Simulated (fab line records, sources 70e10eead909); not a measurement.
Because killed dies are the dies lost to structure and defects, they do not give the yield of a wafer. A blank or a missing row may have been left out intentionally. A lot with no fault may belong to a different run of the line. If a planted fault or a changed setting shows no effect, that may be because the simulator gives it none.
A lot that was struck, set against a sound lot	flow nand_harc	36 steps out of a route of 1302
Sound: wafers L583.2, L583.4, L583.6. The struck wafers were L598.1, L598.4, L598.5. The cause is named last.
For every step that has rows: the tool of each side, followed by ch and its chambers, followed by its first start. Under that, the readings that differ: sound wafers	struck wafers	difference of the means	sigmas: that difference in standard deviations of wafers without a fault.
alike: same words and numbers on both sides, and readings whose means sit less than 2 such deviations apart. not compared: any withheld reading, any reading some wafer has no value for, any bound like >300 that may hide the same value, and any number with overlapping values for which the record gives no deviation.
A row with sigmas, a row that says differs or no value, or rows on one side alone: a step with any of these is where the two part. When numbers do not overlap yet have no deviation, they are printed without sigmas and do not part them. A reading that every wafer of one side lacks parts them only if that side has two wafers or more.

first, 11 steps without rows for these wafers: NHARC_THIN_TSV_ETCH_44 (etches the open film in CF4/O2, target depth 1594.2 nm, time 797.1 s); NHARC_THIN_TSV_ETCH_15 (target depth 3000 nm, bosch target overetch cycles 2, bosch etch step 2.8 s); NHARC_THIN_TSV_STRIP_45 (strips in O2); NHARC_THIN_TSV_STRIP_46 (strips in post etch residue remover, time 1200 s); NHARC_THIN_TSV_DEP_47 (deposits SiO2, target thk 200 nm); NHARC_THIN_TSV_ETCHBACK_48 (etches the open film in C4F8/Ar, target depth 1028.5 nm, time 405.17 s); NHARC_THIN_TSV_STRIP_62 (strips in N2/H2, time 20 s); NHARC_THIN_TSV_DEGAS_49 (time 120 s); NHARC_THIN_TSV_PRE_CLEAN_50 (time 30 s); NHARC_THIN_TSV_PVD_19 (deposits TaN, target thk 20 nm); NHARC_THIN_TSV_PVD_51 (deposits Cu, target thk 100 nm).
NHARC_THIN_TSV_ECD_20: material Cu, target thk 2000 nm.
  sound on ecd_cu-02 ch 0,1, day 25 10:33; struck on ecd_cu-02 ch 0, day 30 11:16
then, 22 steps without rows for these wafers: NHARC_THIN_TSV_ANNEAL_52 (time 90 s); NHARC_THIN_TSV_CMP_21 (polishes, t overpolish 30 s, target thk 2000 nm); NHARC_THIN_TSV_SRD_23; NHARC_THIN_TSV_DEGAS_53 (time 60 s); NHARC_THIN_TSV_PRE_CLEAN_54 (time 30 s); NHARC_THIN_TSV_PVD_55 (deposits TiN, target thk 50 nm); NHARC_THIN_TSV_PVD_24 (deposits Al, target thk 800 nm); NHARC_THIN_TSV_DEHYDRATE_25 (time 120 s); NHARC_THIN_TSV_HMDS_26 (time 30 s); NHARC_THIN_TSV_COAT_27; NHARC_THIN_TSV_SOFTBAKE_28 (time 95 s); NHARC_THIN_TSV_EBR_29; NHARC_THIN_TSV_EXPOSE_30 (exposes mask PAD); NHARC_THIN_TSV_PEB_31 (peb time 85 s); NHARC_THIN_TSV_DEVELOP_32 (time 70 s); NHARC_THIN_TSV_HARDBAKE_34 (time 80 s); NHARC_THIN_TSV_DESCUM_35 (chemistry O2, time 3 s); NHARC_THIN_TSV_ETCH_59 (etches the open film in Cl2/BCl3, target depth 880 nm, time 138.1 s); NHARC_THIN_TSV_ETCH_36 (etches the open film in Cl2/BCl3, target depth 65 nm, time 18.571 s); NHARC_THIN_TSV_STRIP_56 (strips in O2); NHARC_THIN_TSV_STRIP_57 (strips in post etch residue remover, time 1200 s); NHARC_THIN_TSV_ANNEAL_58 (time 1800 s).
NHARC_END_WLT_00:
  sound: prober-02 at day 26 00:59; struck: prober-02 at day 30 22:48
reading	sound	struck	difference	sigmas
hold	- - -	await_dispo/2.5h/release await_dispo/2.5h/release await_dispo/2.5h/release	no value on the sound wafers	
  alike: VT_DECK1_BOTTOM, VT_DECK1_BOTTOM_INNER, VT_DECK1_MEDIAN_NEAR_BOTTOM, VT_DECK1_MEDIAN_NEAR_BOTTOM_INNER, VT_DECK1_MIDDLE, VT_DECK1_MIDDLE_INNER, VT_DECK1_TOP, VT_DECK1_TOP_INNER, VT_DECK2_BOTTOM, VT_DECK2_BOTTOM_INNER, VT_DECK2_MEDIAN_NEAR_BOTTOM, VT_DECK2_MEDIAN_NEAR_BOTTOM_INNER, VT_DECK2_MIDDLE, VT_DECK2_MIDDLE_INNER, VT_DECK2_TOP, VT_DECK2_TOP_INNER
NHARC_END_SORT_01:
  sound on prober-02 ch 0, day 26 04:20; struck on prober-01 ch 0, day 31 01:52
reading	sound	struck	difference	sigmas
hold	- - -	await_dispo/2.7h/release await_dispo/2.7h/release await_dispo/2.7h/release	no value on the sound wafers	
defect_limited_yield (%)	88.5 89.4 87.6	37.7 36.3 32.9	-52.9	-20
killed_at_array	74 66 81	18 20 20	-54	-3
killed_at_other	1 0 1	402 410 434	+415	+99 or more
killed_dies	78 72 84	422 431 454	+358	+20
  alike: killed_at_periphery, killed_open, killed_short

## WHERE THEY PART
At NHARC_END_WLT_00 first; at NHARC_END_SORT_01 last (within this record only).

WHY: what had been put in by the simulator
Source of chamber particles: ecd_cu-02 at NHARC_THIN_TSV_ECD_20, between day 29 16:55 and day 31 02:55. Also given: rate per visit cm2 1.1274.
